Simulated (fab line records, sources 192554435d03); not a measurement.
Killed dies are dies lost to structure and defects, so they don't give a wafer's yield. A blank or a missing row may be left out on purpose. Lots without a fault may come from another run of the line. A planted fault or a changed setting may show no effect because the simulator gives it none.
Chamber matching | flow n5_finfet | N5_BEOL_M10_CMP_52 on cmp-01: 4 sister chambers
The step polishes, stops on SiCOH lowk, t overpolish 7 s, target thk 140 nm. 4 wafers are shown with their chamber, then 8 later ones without.

WAFERS WITH THEIR CHAMBER
wafer  | chamber | time_to_endpoint_s (s)
L084.1 | 0       | 65
L085.3 | 3       | 79
L085.6 | 2       | 68
L087.1 | 1       | 76

WAFERS WITHOUT THEIR CHAMBER
wafer  | time_to_endpoint_s (s)
L087.5 | 61
L087.6 | 73
L092.2 | 65
L092.4 | 57
L092.5 | 62
L095.2 | 75
L095.4 | 81
L095.5 | 72

WHICH CHAMBER EACH WENT THROUGH
wafer  | from the rows above               | in truth
L087.5 | can't be placed: 0 or 2           | 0
L087.6 | can't be placed: 1 or 2 or 3 or 0 | 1
L092.2 | can't be placed: 0 or 2           | 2
L092.4 | can't be placed: 0 or 2           | 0
L092.5 | can't be placed: 0 or 2           | 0
L095.2 | can't be placed: 1 or 3 or 2      | 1
L095.4 | can't be placed: 3 or 1           | 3
L095.5 | can't be placed: 1 or 2 or 0 or 3 | 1
Placed correctly: 0 of 8. Can't be placed from these rows: 8 (the true chamber is among the candidates in 8). Placed wrongly: 0.
How it was worked out, from the rows above alone: a wafer's distance from a chamber is the root of the sum, over the readings, of the square of ((its reading less the chamber's mean) divided by the reading's scatter). The wafer belongs to the nearest chamber; if the next one is less than 2 further off, it can't be placed. A chamber's mean is the mean of its shown wafers. The scatter: with one shown wafer a chamber, the root of the mean of the squares of how far each hidden wafer lies from its nearest shown one.
